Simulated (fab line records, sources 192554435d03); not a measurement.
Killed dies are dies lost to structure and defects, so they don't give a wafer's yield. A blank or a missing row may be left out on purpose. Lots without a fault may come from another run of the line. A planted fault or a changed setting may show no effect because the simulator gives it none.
Split-lot experiment | flow n5_finfet | 7 lots, 21 wafers read, on a route of 1938 steps

THE SPLIT
At N5_BEOL_M14_TRENCH_ETCH_34 (etches SiO2 in C4F8/O2/Ar, target depth 556.65 nm, time 126.9 s), the setting time_s was moved away from the recipe's 126.9 s on 4 of the 21 wafers read, by -14.3% to -7.2%. The other wafers ran this setting at the recipe's value.

FROM THE SPLIT TO THE READING: what the file shows between them, 8 steps
- N5_BEOL_M14_STRIP_70: strips in C4F8/O2/Ar
- N5_BEOL_M14_OCD_MEAS_35
- N5_BEOL_M14_SPUTTER_45: material Cu, target thk 100 nm, time 16.67 s (also split here: power_w)
- N5_BEOL_M14_ECD_47: material Cu, target thk 1248 nm
- N5_BEOL_M14_ANNEAL_48: time 90 s
- N5_BEOL_M14_CMP_49: polishes, stops on SiO2, t overpolish 5.2 s, target thk 560 nm
- N5_BEOL_M14_PRE_CLEAN_52: time 15 s
- N5_BEOL_M14_DEP_53: deposits SiCN from 3MS/NH3, target thk 50 nm, time 17.8 s

THE READING
M14_RS, in ohm/sq, at N5_BEOL_M14_RS_MEAS_54 (measures by four-point-probe). Fault-free wafers of this fab line usually give 0.0331 ohm/sq, standard deviation 0.00085 ohm/sq.

wafer  | tool, chamber at the split | time_s as run, s | against the recipe | M14_RS, ohm/sq | against lot-mates on the recipe
L075.2 | rie_diel-01, 3             | 126.9            | recipe             | 0.0321         | -
L075.4 | rie_diel-01, 1             | 126.9            | recipe             | 0.0317         | -
L075.6 | rie_diel-01, 0             | 126.9            | recipe             | 0.0340         | -
L074.1 | rie_diel-01, 3             | 126.9            | recipe             | 0.0323         | -
L074.2 | rie_diel-01, 0             | 108.7            | -14.3%             | 0.0399         | +0.0073
L074.4 | rie_diel-01, 2             | 126.9            | recipe             | 0.0329         | -
L085.2 | rie_diel-03, 1             | 126.9            | recipe             | 0.0327         | -
L085.4 | rie_diel-03, 0             | 126.9            | recipe             | 0.0330         | -
L085.5 | rie_diel-03, 0             | 126.9            | recipe             | 0.0331         | -
L082.2 | rie_diel-03, 0             | 126.9            | recipe             | 0.0325         | -
L082.3 | rie_diel-03, 1             | 126.9            | recipe             | 0.0321         | -
L082.4 | rie_diel-03, 3             | 126.9            | recipe             | 0.0330         | -
L088.2 | rie_diel-03, 0             | 126.9            | recipe             | 0.0328         | -
L088.4 | rie_diel-03, 3             | 126.9            | recipe             | 0.0331         | -
L088.6 | rie_diel-03, 1             | 126.9            | recipe             | 0.0323         | -
L091.1 | rie_diel-05, 0             | 126.9            | recipe             | 0.0338         | -
L091.2 | rie_diel-05, 1             | 113.6            | -10.5%             | 0.0381         | +0.0049
L091.6 | rie_diel-05, 3             | 126.9            | recipe             | 0.0327         | -
L097.2 | rie_diel-05, 0             | 117.8            | -7.2%              | 0.0364         | +0.0028
L097.4 | rie_diel-05, 2             | 117.8            | -7.2%              | 0.0369         | +0.0033
L097.5 | rie_diel-05, 0             | 126.9            | recipe             | 0.0336         | -

THE FIT
A straight line over all 21 wafers: M14_RS changes by -0.000507 ohm/sq for each +1% of time_s; r = -0.97; the points scatter about the line by 0.00058 ohm/sq.
The same after taking each lot's own level away (the mean of its wafers on the recipe; 21 wafers): -0.000478 ohm/sq for each +1%; r = -0.97; scatter 0.00053 ohm/sq.
On that fit, the largest move of time_s shifts the reading by 0.0069 ohm/sq.
The lots' own levels span 0.03253 to 0.03360 ohm/sq, that is 1.3 times the standard deviation above.
So the lot-to-lot level changes the slope little: the two slopes agree.
Check: with one of the wafers moved furthest among these (-14.3%) left out of the fit, the line predicts +0.00638 ohm/sq for it against its lot-mates. It came out at +0.0073 ohm/sq against them.

OTHER SPLITS ON THESE WAFERS
These wafers also went through other splits before the reading. Each is held against what the fit with the lots' levels taken away leaves over:
other split on the same wafers | wafers away from the commonest value | r with M14_RS (lot level and that fit taken away)
N5_BEOL_M13_EXPOSE_07 dose_mj  | 5                                    | +0.00
N5_BEOL_M14_SPUTTER_45 power_w | 8                                    | +0.21

THE WHOLE CHAIN: every reading that the file lists as answering this split, in the file's order
step                       | what it does                                                    | reading                                                                       | change (the file's fit)               | r (the file's)
N5_BEOL_M14_TRENCH_ETCH_34 | etches SiO2 in C4F8/O2/Ar, target depth 556.65 nm, time 126.9 s | etch.depth_nm (the simulator's own value, which no gauge read)                | +6.89 nm for each +1% of the setting  | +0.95
N5_BEOL_M14_OCD_MEAS_35    |                                                                 | trench_depth_nm                                                               | +6.91 nm for each +1% of the setting  | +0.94
N5_BEOL_M14_CMP_49         | polishes, stops on SiO2, t overpolish 5.2 s, target thk 560 nm  | Cu_of_BEOL_M14_ECD_47.thk_nm (the simulator's own value, which no gauge read) | +7.15 nm for each +1% of the setting  | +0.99
N5_BEOL_M14_RS_MEAS_54     | measures by four-point-probe                                    | M14_RS                                                                        | -0.000486 for each +1% of the setting | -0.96

THE FILE'S OWN FIT
M14_RS changes by -0.000486 ohm/sq for each +1% of time_s, r = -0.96.
